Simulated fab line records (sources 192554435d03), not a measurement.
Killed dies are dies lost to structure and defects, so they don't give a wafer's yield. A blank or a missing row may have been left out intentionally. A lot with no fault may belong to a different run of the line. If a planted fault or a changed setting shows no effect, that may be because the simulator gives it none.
fab line records	flow n5-finfet
[record] lots = 7	wafers = 21
route steps=1938 shown BEOL_M3@960 BEOL_M4@1050 BEOL_M5@1119 BEOL_M6@1219 BEOL_M7@1270
start-h: start of the lot's first displayed wafer, in hours after the record's first day	wait-h: hours from the lot's prior step to this one	" as in the row above	L1.1+2: several wafers, shown together as one row	- no value, or no start given	* or withheld: withheld	< > ~ a bound
route shown NAME@n: a module of which the file shows steps, and the number in the route of the first	usual: mean/standard deviation of fault-free wafers	same: alike in all rows	chamber/n: place in a boat	sites: per-site readings	_std_site: how widely they spread, as a standard deviation	_edge_site: inner sites' mean taken away from outer sites' mean	radius-mm: for every site, how far away it sits from the centre of the wafer	mask NAME#n: copy n	behind: tool/chamber where the wafer was last shaped	hold: what put the lot on hold/how long, in hours/how the hold closed	device: transistor that didn't switch, given as n, p or np	end of line: the same wafers' tests at the end of the route	where a step has no rows: the recipe by itself	killed: dies lost to structure and defects at the first sort, not the wafer's yield	map: per-die view of a wafer (x killed, . not killed, _ where there is no die)
set.NAME: the run value of the setting; set.NAME@STEP: its run value at that earlier step	model.NAME: the simulator's own value behind a step, which no gauge read
lots with deliberately changed settings; one table per step, one row per wafer
[[steps]]
[step N5_BEOL_M3_COAT_22]
[recipe] resist = CAR-EUV	spin-rpm = 1500	resist-thk-nm = 30
lot.wafer	tool	chamber	start-h	wait-h	set.spin-rpm	model.CAR-EUV_of_BEOL_M3_COAT_22.thk-nm
L074.3+5+6	litho-track-03	0	-	-	1450	30.4
L076.1	litho-track-02	0	-	-	1500	30
L076.2+5	"	0	"	"	1421	31
L083.1+3+4	litho-track-03	0	-	-	1500	30
L081.1	litho-track-03	0	-	-	1500	30
L081.2	"	0	"	"	1632	28.8
L081.6	"	0	"	"	1632	29
L086.2+5+6	litho-track-05	0	-	-	1500	30
L087.3	litho-track-02	0	-	-	1500	30
L087.4+5	"	0	"	"	1500	30.2
L092.1+5+6	litho-track-05	0	-	-	1500	30
[step N5_BEOL_M3_EBR_24]
[recipe] solvent = PGMEA	ebr-width-mm = 1.5
[step N5_BEOL_M3_SOFTBAKE_23]
[recipe] temp-c = 110	time-s = 60	resist = CAR-EUV
[step N5_BEOL_M3_DESCUM_33]
[recipe] chemistry = O2	time-s = 7	source-power-w = 50	bias-power-w = 20	pressure-mtorr = 20	rf-frequency-hz = 2.712e+07	temp-c = 40	resist = CAR-EUV	o2-flow-sccm = 225
lot.wafer	tool	chamber	start-h	wait-h	set.spin-rpm@BEOL_M3_COAT_22	model.CAR-EUV_of_BEOL_M3_COAT_22.thk-nm
L074.3+5+6	rie-diel-01	1,1,0	146.74	0.0	1450	26.6
L076.1	rie-diel-04	2	152.72	0.0	1500	26.2
L076.2+5	"	3,1	"	"	1421	27
L083.1+4	rie-diel-03	1,0	197.94	0.0	1500	26.2
L083.3	"	2	"	"	1500	26
L081.1	rie-diel-01	3	198.29	0.0	1500	26
L081.2+6	"	2,1	"	"	1632	25
L086.2+5+6	rie-diel-01	0,3,0	216.08	0.1	1500	26
L087.3+4+5	rie-diel-03	0,2,2	230.71	0.0	1500	26.2
L092.1	rie-diel-01	3	285.77	0.0	1500	26
L092.5+6	"	1,2	"	"	1500	26.2
[step N5_BEOL_M3_ETCH_77]
[recipe] chemistry = N2/H2	target = underlayer	target-depth-a = 65	mask-material = CAR-EUV	time-s = 5.2	ion-energy-ev = 200	pressure-mtorr = 30	source-w = 840	bias-w = 150	n2-flow-sccm = 200	h2-flow-sccm = 200	ends = cleared
[step N5_BEOL_M3_ETCH_69]
[recipe] chemistry = CF4	target = SiARC	target-depth-a = 156	mask-material = CAR-EUV	time-s = 26	ion-energy-ev = 80	pressure-mtorr = 40	source-w = 545	bias-w = 36	Ar_flow_sccm = 100	cf4-flow-sccm = 100	ends = cleared
[step N5_BEOL_M3_ALD_98]
[recipe] material = SiO2	target-thk-a = 25	temp-c = 100	ald-precursor-family = BDEAS	ald-co-reactant = O2-plasma	pulse-time-s = 1	co-reactant-pulse-time-s = 1	purge-time-s = 2	co-reactant-purge-time-s = 2	ald-cycles = 17	pressure-torr = 2
[step N5_BEOL_M3_ETCHBACK_99]
[recipe] chemistry = CHF3	target = SiO2	target-depth-a = 50	time-s = 10.4	source-w = 215	bias-w = 47	Ar_flow_sccm = 200	CHF3_flow_sccm = 12	ion-energy-ev = 100	pressure-mtorr = 30
[step N5_BEOL_M3_ETCH_70]
[recipe] chemistry = N2/H2	target = SOC	target-depth-a = 800	overetch-a = 160	mask-material = SiARC	temp-c = 40	time-s = 120	ion-energy-ev = 200	pressure-mtorr = 30	source-w = 840	bias-w = 150	n2-flow-sccm = 200	h2-flow-sccm = 200
lot.wafer	tool	chamber	start-h	wait-h	set.spin-rpm@BEOL_M3_COAT_67	model.etch.depth-nm
L074.3	rie-diel-03	2	149.55	0.0	1500	60.05
L074.5	"	3	"	"	1447	61.16
L074.6	"	2	"	"	1500	60.13
L076.1	rie-diel-04	2	154.86	0.0	1500	59.93
L076.2	"	1	"	"	1429	61.43
L076.5	"	3	"	"	1500	60
L083.1	rie-diel-03	3	204.78	0.0	1500	60.13
L083.3	"	2	"	"	1500	60.08
L083.4	"	1	"	"	1500	60.29
L081.1	rie-diel-03	0	205.14	0.0	1404	61.99
L081.2	"	2	"	"	1500	59.99
L081.6	"	1	"	"	1404	62.2
L086.2	rie-diel-01	1	224.87	0.0	1500	59.92
L086.5	"	3	"	"	1500	60.2
L086.6	"	0	"	"	1427	61.48
L087.3+4	rie-diel-03	1,3	233.66	0.0	1500	59.99
L087.5	"	2	"	"	1500	59.91
L092.1	rie-diel-03	1	286.82	0.0	1565	58.54
L092.5	"	0	"	"	1565	58.58
L092.6	"	3	"	"	1500	59.67
[step N5_BEOL_M3_STRIP_71]
[recipe] chemistry = N2/H2	temp-c = 40	n2-flow-sccm = 200	h2-flow-sccm = 200	rf-frequency-hz = 6e+07
[step N5_BEOL_M3_STRIP_78]
[recipe] chemistry = N2/H2	temp-c = 40	n2-flow-sccm = 200	h2-flow-sccm = 200	rf-frequency-hz = 6e+07
[step N5_BEOL_M3_VIA_ETCH_34]
[recipe] chemistry = C4F6/O2	target-depth-a = 694	mask-material = SOC	pressure-mtorr = 15	ion-energy-ev = 250	taper-deg = 4	time-s = 65.9	source-w = 350	bias-w = 170	Ar_flow_sccm = 300	C4F6_flow_sccm = 10	O2_flow_sccm = 10
lot.wafer	tool	chamber	start-h	wait-h	set.spin-rpm@BEOL_M3_COAT_67	model.SOC_of_BEOL_M3_COAT_67.thk-nm
L074.3	rie-diel-03	2	149.65	0.0	1500	51.8
L074.5	"	3	"	"	1447	53
L074.6	"	2	"	"	1500	52
L076.1	rie-diel-04	2	154.96	0.0	1500	51.6
L076.2	"	1	"	"	1429	53.2
L076.5	"	3	"	"	1500	51.8
L083.1+3	rie-diel-03	3,2	204.88	0.0	1500	52
L083.4	"	1	"	"	1500	52.4
L081.1	rie-diel-03	0	205.24	0.0	1404	54.2
L081.2	"	2	"	"	1500	51.8
L081.6	"	1	"	"	1404	54.4
L086.2	rie-diel-01	1	224.97	0.0	1500	51.8
L086.5	"	3	"	"	1500	52
L086.6	"	0	"	"	1427	53.2
L087.3	rie-diel-03	1	233.76	0.0	1500	52
L087.4+5	"	3,2	"	"	1500	51.8
L092.1+5	rie-diel-03	1,0	286.92	0.0	1565	50.8
L092.6	"	3	"	"	1500	51.6
[step N5_BEOL_M4_COAT_22]
[recipe] resist = CAR-EUV	spin-rpm = 1500	resist-thk-nm = 30
lot.wafer	tool	chamber	start-h	wait-h	set.spin-rpm	model.CAR-EUV_of_BEOL_M4_COAT_22.thk-nm
L074.3+5	litho-track-01	0	-	-	1500	29.8
L074.6	"	0	"	"	1565	29.4
L076.1+5	litho-track-01	0	-	-	1500	29.8
L076.2	"	0	"	"	1384	31
L083.1+4	litho-track-04	0	-	-	1500	30
L083.3	"	0	"	"	1500	29.8
L081.1+2	litho-track-02	0	-	-	1500	30.2
L081.6	"	0	"	"	1429	30.8
L086.2+5+6	litho-track-01	0	-	-	1500	30
L087.3+5	litho-track-02	0	-	-	1373	31.4
L087.4	"	0	"	"	1500	30
L092.1+5+6	litho-track-02	0	-	-	1500	30
[step N5_BEOL_M4_EXPOSE_25]
[recipe] mask-id = V3	na = 0.33	source-shape = quasar	sigma-inner = 0.2	sigma-outer = 0.8	polarization = unpolarized	defocus-nm = 5	dose-mj = 63
lot.wafer	tool	chamber	start-h	wait-h	mask	set.dose-mj
L074.3	euv-scanner-01	0	157.80	-	V3#0	63
L074.5+6	"	0	"	"	V3#0	61.29
L076.1+2	euv-scanner-02	0	161.83	-	V3#0	63
L076.5	"	0	"	"	V3#0	65.02
L083.1+3+4	euv-scanner-02	0	212.27	-	V3#0	63
L081.1+2+6	euv-scanner-02	0	214.47	-	V3#0	63
L086.2	euv-scanner-01	0	230.44	-	V3#0	63
L086.5+6	"	0	"	"	V3#0	60.6
L087.3+4	euv-scanner-02	0	239.66	-	V3#0	59.03
L087.5	"	0	"	"	V3#0	63
L092.1+5+6	euv-scanner-02	0	294.14	-	V3#0	63
[step N5_BEOL_M4_PEB_26]
[recipe] peb-temp-c = 100	peb-time-s = 60	resist = CAR-EUV
[step N5_BEOL_M4_DEVELOP_27]
[recipe] develop-time-s = 30	developer = TMAH	resist = CAR-EUV	rinse-liquid = surfactant-rinse	dry = air-spin	dev-temp-c = 23
[step N5_BEOL_M4_CD_MEAS_28]
[recipe] target-cd-nm = 26.2	landing-energy-ev = 500	detector = se-inlens	target-cd-y-nm = 24.1	polarity = opening
[usual] cd-nm = 26.18/0.23
lot.wafer	tool	chamber	start-h	wait-h	set.dose-mj@BEOL_M4_EXPOSE_25	cd-nm
L074.3	cd-sem-03	0	157.93	-	63	25.83
L074.5	"	0	"	"	61.29	25.80
L074.6	"	0	"	"	61.29	25.65
L076.1	cd-sem-03	0	161.98	-	63	25.97
L076.2	"	0	"	"	63	26.17
L076.5	"	0	"	"	65.02	26.92
L083.1	cd-sem-01	0	212.41	-	63	26.38
L083.3	"	0	"	"	63	26.15
L083.4	"	0	"	"	63	26.62
L081.1	cd-sem-02	0	214.62	-	63	26.57
L081.2	"	0	"	"	63	26.30
L081.6	"	0	"	"	63	26.08
L086.2	cd-sem-02	0	230.57	-	63	26.51
L086.5	"	0	"	"	60.6	25.79
L086.6	"	0	"	"	60.6	25.46
L087.3	cd-sem-02	0	239.79	-	59.03	24.90
L087.4	"	0	"	"	59.03	24.85
L087.5	"	0	"	"	63	26.35
L092.1	cd-sem-02	0	294.29	-	63	26.26
L092.5	"	0	"	"	63	26.12
L092.6	"	0	"	"	63	25.93
[step N5_BEOL_M4_ETCH_69]
[recipe] chemistry = CF4	target = SiARC	target-depth-a = 156	mask-material = CAR-EUV	time-s = 26	ion-energy-ev = 80	pressure-mtorr = 40	source-w = 545	bias-w = 36	Ar_flow_sccm = 100	cf4-flow-sccm = 100	ends = cleared
[step N5_BEOL_M4_ALD_98]
[recipe] material = SiO2	target-thk-a = 25	temp-c = 100	ald-precursor-family = BDEAS	ald-co-reactant = O2-plasma	pulse-time-s = 1	co-reactant-pulse-time-s = 1	purge-time-s = 2	co-reactant-purge-time-s = 2	ald-cycles = 17	pressure-torr = 2
[step N5_BEOL_M4_ETCHBACK_99]
[recipe] chemistry = CHF3	target = SiO2	target-depth-a = 50	time-s = 10.4	source-w = 215	bias-w = 47	Ar_flow_sccm = 200	CHF3_flow_sccm = 12	ion-energy-ev = 100	pressure-mtorr = 30
lot.wafer	tool	chamber	start-h	wait-h	set.spin-rpm@BEOL_M4_COAT_22	model.CAR-EUV_of_BEOL_M4_COAT_22.thk-nm
L074.3+5	rie-diel-06	2,1	164.03	4.9	1500	10.4
L074.6	"	0	"	"	1565	9.8
L076.1+5	rie-diel-05	3,1	170.49	8.2	1500	10.2
L076.2	"	2	"	"	1384	11.4
L081.1+2	rie-diel-05	3,1	215.77	0.5	1500	10.6
L081.6	"	0	"	"	1429	11.2
L083.1+3	rie-diel-05	1,0	238.10	25.1	1500	10.4
L083.4	"	3	"	"	1500	10.6
L086.2	rie-diel-02	2	254.75	23.9	1500	10.2
L086.5+6	"	1,2	"	"	1500	10.4
L087.3+5	rie-diel-06	1	256.74	16.6	1373	11.8
L087.4	"	3	"	"	1500	10.6
L092.1+6	rie-diel-02	3,0	312.80	18.2	1500	10.6
L092.5	"	3	"	"	1500	10.4
[step N5_BEOL_M5_COAT_71]
[recipe] resist = underlayer	temp-c = 205	time-s = 60	spin-rpm = 1500	resist-thk-nm = 5
lot.wafer	tool	chamber	start-h	wait-h	set.spin-rpm
L074.3+5	litho-track-05	0	-	-	1500
L074.6	"	0	"	"	1392
L076.1	litho-track-04	0	-	-	1500
L076.2+5	"	0	"	"	1428
L081.1+6	litho-track-03	0	-	-	1500
L081.2	"	0	"	"	1626
L083.1+3+4	litho-track-05	0	-	-	1500
L086.2	litho-track-04	0	-	-	1619
L086.5+6	"	0	"	"	1500
L087.3+4+5	litho-track-05	0	-	-	1500
L092.1	litho-track-05	0	-	-	1500
L092.5+6	"	0	"	"	1440
[step N5_BEOL_M5_COAT_05]
[recipe] resist = CAR-EUV	spin-rpm = 1500	resist-thk-nm = 30
[step N5_BEOL_M5_EBR_07]
[recipe] solvent = PGMEA	ebr-width-mm = 1.5
[step N5_BEOL_M5_DESCUM_16]
[recipe] chemistry = O2	time-s = 7	source-power-w = 50	bias-power-w = 20	pressure-mtorr = 20	rf-frequency-hz = 2.712e+07	temp-c = 40	resist = CAR-EUV	o2-flow-sccm = 225
[step N5_BEOL_M5_ETCH_72]
[recipe] chemistry = N2/H2	target = underlayer	target-depth-a = 65	mask-material = CAR-EUV	time-s = 5.2	ion-energy-ev = 200	pressure-mtorr = 30	source-w = 840	bias-w = 150	n2-flow-sccm = 200	h2-flow-sccm = 200	ends = cleared
lot.wafer	tool	chamber	start-h	wait-h	set.spin-rpm@BEOL_M5_COAT_71	model.etch.depth-nm
L074.3	rie-diel-01	2	171.63	0.0	1500	4.978
L074.5	"	2	"	"	1500	4.981
L074.6	"	3	"	"	1392	5.183
L076.1	rie-diel-04	1	180.27	0.0	1500	5.001
L076.2	"	3	"	"	1428	5.13
L076.5	"	2	"	"	1428	5.125
L081.1	rie-diel-01	1	223.53	0.0	1500	4.978
L081.2	"	3	"	"	1626	4.806
L081.6	"	2	"	"	1500	4.997
L083.1	rie-diel-01	2	245.83	0.0	1500	4.998
L083.3	"	3	"	"	1500	4.994
L083.4	"	0	"	"	1500	4.989
L086.2	rie-diel-04	0	265.75	0.0	1619	4.827
L086.5	"	1	"	"	1500	5.01
L086.6	"	2	"	"	1500	5.018
L087.3	rie-diel-01	2	266.36	0.0	1500	4.988
L087.4	"	0	"	"	1500	5.007
L087.5	"	0	"	"	1500	5.008
L092.1	rie-diel-04	0	321.06	0.0	1500	4.997
L092.5	"	1	"	"	1440	5.098
L092.6	"	2	"	"	1440	5.097
[step N5_BEOL_M6_COAT_64]
[recipe] resist = SiARC	temp-c = 220	time-s = 60	spin-rpm = 1500	resist-thk-nm = 12
lot.wafer	tool	chamber	start-h	wait-h	set.spin-rpm	model.SiARC_of_BEOL_M6_COAT_64.thk-nm
L074.3	litho-track-01	0	-	-	1341	12.8
L074.5+6	"	0	"	"	1500	12
L076.1+2	litho-track-02	0	-	-	1452	12.2
L076.5	"	0	"	"	1500	12
L081.1+2+6	litho-track-03	0	-	-	1500	12
L083.1+3+4	litho-track-01	0	-	-	1500	12
L086.2+5+6	litho-track-02	0	-	-	1500	12
L087.3+4+5	litho-track-03	0	-	-	1500	12
L092.1+5	litho-track-02	0	-	-	1641	11.4
L092.6	"	0	"	"	1500	12
[step N5_BEOL_M6_COAT_22]
[recipe] resist = CAR-EUV	spin-rpm = 1500	resist-thk-nm = 30
lot.wafer	tool	chamber	start-h	wait-h	set.spin-rpm	model.CAR-EUV_of_BEOL_M6_COAT_22.thk-nm
L074.3+6	litho-track-01	0	-	-	1354	31.6
L074.5	"	0	"	"	1500	30.2
L076.1	litho-track-02	0	-	-	1500	29.8
L076.2+5	"	0	"	"	1500	30
L081.1	litho-track-03	0	-	-	1651	28.8
L081.2+6	"	0	"	"	1500	30.2
L083.1+3+4	litho-track-01	0	-	-	1500	30
L086.2+6	litho-track-02	0	-	-	1500	30
L086.5	"	0	"	"	1385	31.2
L087.3+4+5	litho-track-03	0	-	-	1500	30.2
L092.1+5+6	litho-track-02	0	-	-	1500	30
[step N5_BEOL_M6_EBR_24]
[recipe] solvent = PGMEA	ebr-width-mm = 1.5
[step N5_BEOL_M6_SOFTBAKE_23]
[recipe] temp-c = 110	time-s = 60	resist = CAR-EUV
[step N5_BEOL_M6_DESCUM_33]
[recipe] chemistry = O2	time-s = 7	source-power-w = 50	bias-power-w = 20	pressure-mtorr = 20	rf-frequency-hz = 2.712e+07	temp-c = 40	resist = CAR-EUV	o2-flow-sccm = 225
[step N5_BEOL_M6_ETCH_72]
[recipe] chemistry = N2/H2	target = underlayer	target-depth-a = 65	mask-material = CAR-EUV	time-s = 5.2	ion-energy-ev = 200	pressure-mtorr = 30	source-w = 840	bias-w = 150	n2-flow-sccm = 200	h2-flow-sccm = 200	ends = cleared
[step N5_BEOL_M6_ETCH_65]
[recipe] chemistry = CF4	target = SiARC	target-depth-a = 156	mask-material = CAR-EUV	time-s = 26	ion-energy-ev = 80	pressure-mtorr = 40	source-w = 545	bias-w = 36	Ar_flow_sccm = 100	cf4-flow-sccm = 100	ends = cleared
lot.wafer	tool	chamber	start-h	wait-h	set.spin-rpm@BEOL_M6_COAT_64	model.etch.depth-nm
L074.3	rie-diel-02	3	185.76	0.0	1341	12.72
L074.5	"	3	"	"	1500	12.07
L074.6	"	0	"	"	1500	12.04
L076.1	rie-diel-05	3	197.10	0.0	1452	12.15
L076.2	"	0	"	"	1452	12.19
L076.5	"	3	"	"	1500	12
L081.1	rie-diel-06	1	238.12	0.0	1500	12.01
L081.2	"	3	"	"	1500	12.02
L081.6	"	2	"	"	1500	12.05
L083.1+4	rie-diel-05	1,0	259.52	0.0	1500	12.06
L083.3	"	2	"	"	1500	12.04
L086.2	rie-diel-06	2	281.57	0.0	1500	12.05
L086.5	"	3	"	"	1500	12
L086.6	"	0	"	"	1500	12.02
L087.3+4+5	rie-diel-02	0,3,2	281.61	0.0	1500	12
L092.1	rie-diel-06	1	335.10	0.0	1641	11.46
L092.5	"	2	"	"	1641	11.49
L092.6	"	1	"	"	1500	12
[step N5_BEOL_M7_COAT_05]
[recipe] resist = CAR-ArF	spin-rpm = 1500	resist-thk-nm = 90
lot.wafer	tool	chamber	start-h	wait-h	set.spin-rpm	model.CAR-ArF_of_BEOL_M7_COAT_05.thk-nm
L074.3	litho-track-04	0	-	-	1500	90
L074.5+6	"	0	"	"	1620	86.6
L076.1	litho-track-04	0	-	-	1419	92.6
L076.2	"	0	"	"	1500	90
L076.5	"	0	"	"	1500	90.2
L081.1	litho-track-01	0	-	-	1500	90.2
L081.2	"	0	"	"	1428	92
L081.6	"	0	"	"	1428	92.2
L083.1+3+4	litho-track-01	0	-	-	1500	89.8
L086.2	litho-track-01	0	-	-	1500	89.8
L086.5	"	0	"	"	1500	90
L086.6	"	0	"	"	1439	91.8
L087.3	litho-track-04	0	-	-	1500	90.2
L087.4	"	0	"	"	1392	93.4
L087.5	"	0	"	"	1500	89.8
L092.1	litho-track-01	0	-	-	1500	89.8
L092.5+6	"	0	"	"	1500	90
[[key]]
[split] step = N5_BEOL_M3_COAT_22	setting = spin-rpm	stated = 1500	by = wafer
[response] step = N5_BEOL_M3_COAT_22	reading = model.CAR-EUV_of_BEOL_M3_COAT_22.thk-nm	change = -0.142	per = 1%	r = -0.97
[response] step = N5_BEOL_M3_DESCUM_33	reading = model.CAR-EUV_of_BEOL_M3_COAT_22.thk-nm	change = -0.124	per = 1%	r = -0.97
[split] step = N5_BEOL_M4_COAT_22	setting = spin-rpm	stated = 1500	by = wafer
[response] step = N5_BEOL_M4_COAT_22	reading = model.CAR-EUV_of_BEOL_M4_COAT_22.thk-nm	change = -0.149	per = 1%	r = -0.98
[response] step = N5_BEOL_M4_ETCHBACK_99	reading = model.CAR-EUV_of_BEOL_M4_COAT_22.thk-nm	change = -0.144	per = 1%	r = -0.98
[split] step = N5_BEOL_M4_EXPOSE_25	setting = dose-mj	stated = 63	by = wafer
[response] step = N5_BEOL_M4_CD_MEAS_28	reading = cd-nm	change = +0.218	per = 1%	r = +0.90
[split] step = N5_BEOL_M5_COAT_71	setting = spin-rpm	stated = 1500	by = wafer
[response] step = N5_BEOL_M5_ETCH_72	reading = model.etch.depth-nm	change = -0.0244	per = 1%	r = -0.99
[split] step = N5_BEOL_M6_COAT_64	setting = spin-rpm	stated = 1500	by = wafer
[response] step = N5_BEOL_M6_COAT_64	reading = model.SiARC_of_BEOL_M6_COAT_64.thk-nm	change = -0.07	per = 1%	r = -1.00
[response] step = N5_BEOL_M6_ETCH_65	reading = model.etch.depth-nm	change = -0.0593	per = 1%	r = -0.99
[split] step = N5_BEOL_M6_COAT_22	setting = spin-rpm	stated = 1500	by = wafer
[response] step = N5_BEOL_M6_COAT_22	reading = model.CAR-EUV_of_BEOL_M6_COAT_22.thk-nm	change = -0.145	per = 1%	r = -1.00
[split] step = N5_BEOL_M7_COAT_05	setting = spin-rpm	stated = 1500	by = wafer
[response] step = N5_BEOL_M7_COAT_05	reading = model.CAR-ArF_of_BEOL_M7_COAT_05.thk-nm	change = -0.444	per = 1%	r = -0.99
split outside-this-file step=N5_BEOL_M3_COAT_67 setting=spin-rpm
// split outside-this-file: this setting was split too, and the file shows its column; the key of that split is in another file
